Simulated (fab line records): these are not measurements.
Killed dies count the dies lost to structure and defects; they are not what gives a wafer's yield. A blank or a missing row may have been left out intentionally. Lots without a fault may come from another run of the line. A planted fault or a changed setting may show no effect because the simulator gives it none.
Split-lot trial	flow n5 finfet	route with 1938 steps; 7 lots, 39 wafers read

THE SPLIT
At N5_BEOL_M11_CVD_75 (deposits Co from CCTBA/H2, target thk 2 nm, time 138.9 s), the setting target thk a was moved away from the recipe's 20 angstrom on 18 of the 39 wafers read, by -57.6% to +51.6%. This setting was run at the recipe's value on the other wafers.

The reading is taken at the split's own step.

THE READING
Co_of_BEOL_M11_CVD_75.thk nm (the simulator's own value, which no gauge read), in nm, at N5_BEOL_M11_CVD_75 (deposits Co from CCTBA/H2, target thk 2 nm, time 138.9 s). There is no usual value for it anywhere in the file. Across the 21 wafers here that went through the recipe, the average is 1.9 nm and the standard deviation 0.097 nm.

wafer	tool, chamber at the split	target thk a as run, angstrom	against the recipe	Co_of_BEOL_M11_CVD_75.thk nm, nm	against lot-mates on the recipe
L075.1	cvd co-01, 1	20	recipe	1.8	-
L075.3	cvd co-01, 2,0	20	recipe	2	-
L075.4	cvd co-01, 2,0	20	recipe	2	-
L077.1	cvd co-01, 0,2,1	12.07	-39.6%	1.2	-0.8
L077.4	cvd co-01, 0,2,1	12.07	-39.6%	1.2	-0.8
L077.5	cvd co-01, 0,2,1	12.07	-39.6%	1.2	-0.8
L077.2	cvd co-01, 2,1,0	20	recipe	2	-
L077.3	cvd co-01, 2,1,0	20	recipe	2	-
L077.6	cvd co-01, 2,1,0	20	recipe	2	-
L078.1	cvd co-01, 2,0	20	recipe	2	-
L078.4	cvd co-01, 2,0	20	recipe	2	-
L078.2	cvd co-01, 0,1,2	24.52	+22.6%	2.4	+0.5
L078.3	cvd co-01, 0,1,2	24.52	+22.6%	2.4	+0.5
L078.5	cvd co-01, 0,1,2	24.52	+22.6%	2.4	+0.5
L078.6	cvd co-01, 1	20	recipe	1.8	-
L079.1	cvd co-01, 0,2	20	recipe	2	-
L079.5	cvd co-01, 0,2	20	recipe	2	-
L079.2	cvd co-01, 1,2,0	16.74	-16.3%	1.6	-0.3
L079.3	cvd co-01, 1,2,0	16.74	-16.3%	1.6	-0.3
L079.6	cvd co-01, 1,2,0	16.74	-16.3%	1.6	-0.3
L079.4	cvd co-01, 1	20	recipe	1.8	-
L082.1	cvd co-01, 0,2	20	recipe	1.8	-
L082.2	cvd co-01, 0,2	20	recipe	1.8	-
L082.3	cvd co-01, 1	30.33	+51.6%	2.8	+0.9
L082.5	cvd co-01, 1	30.33	+51.6%	2.8	+0.9
L082.4	cvd co-01, 2	20	recipe	2	-
L082.6	cvd co-01, 0	30.33	+51.6%	3	+1.1
L081.1	cvd co-01, 0	20	recipe	1.8	-
L081.2	cvd co-01, 1,2	20	recipe	2	-
L081.3	cvd co-01, 1,2	20	recipe	2	-
L081.4	cvd co-01, 0,1,2	8.488	-57.6%	0.8	-1.1
L081.5	cvd co-01, 0,1,2	8.488	-57.6%	0.8	-1.1
L081.6	cvd co-01, 0,1,2	8.488	-57.6%	0.8	-1.1
L084.1	cvd co-02, 1	16.96	-15.2%	1.8	-0.1
L084.4	cvd co-02, 1	16.96	-15.2%	1.8	-0.1
L084.2	cvd co-02, 0	20	recipe	1.8	-
L084.5	cvd co-02, 0	20	recipe	1.8	-
L084.3	cvd co-02, 2	16.96	-15.2%	1.6	-0.3
L084.6	cvd co-02, 2	20	recipe	2	-
Rows listing several chambers each stand for several wafers; the file does not say which wafer went through which chamber.

THE FIT
A straight line over all 39 wafers: Co_of_BEOL_M11_CVD_75.thk nm changes by +0.0189 nm for each +1% of target thk a; r = +0.98; the points scatter about the line by 0.089 nm.
The same after taking each lot's own level away (the mean of its wafers on the recipe; 39 wafers): +0.0195 nm for each +1%; r = +0.98; scatter 0.089 nm.
According to that fit, moving target thk a by its largest amount changes the reading by 1.1 nm.
Across the lots, their own levels run from 1.87 to 2.00 nm, a range of 1.4 times the standard deviation given above.
The two slopes are in agreement: the lot-to-lot level therefore moves the slope only a little.
Check: with one of the wafers moved furthest among these (-57.6%) left out of the fit, the line predicts -1.11 nm for it against its lot-mates. It came out at -1.13 nm against them.

THESE WAFERS: OTHER SPLITS
Other splits were also applied to these wafers ahead of the reading. Each is held against what the fit with the lots' levels taken away leaves over:
other split on the same wafers	wafers away from the commonest value	r with Co_of_BEOL_M11_CVD_75.thk nm (lot level and that fit taken away)
N5_BEOL_M8_ETCH_62 time s	9	-0.01
N5_BEOL_M8_CVD_78 target thk a	15	+0.07

THE FILE'S OWN FIT
Co_of_BEOL_M11_CVD_75.thk nm changes by +0.0195 nm for each +1% of target thk a, r = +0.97.
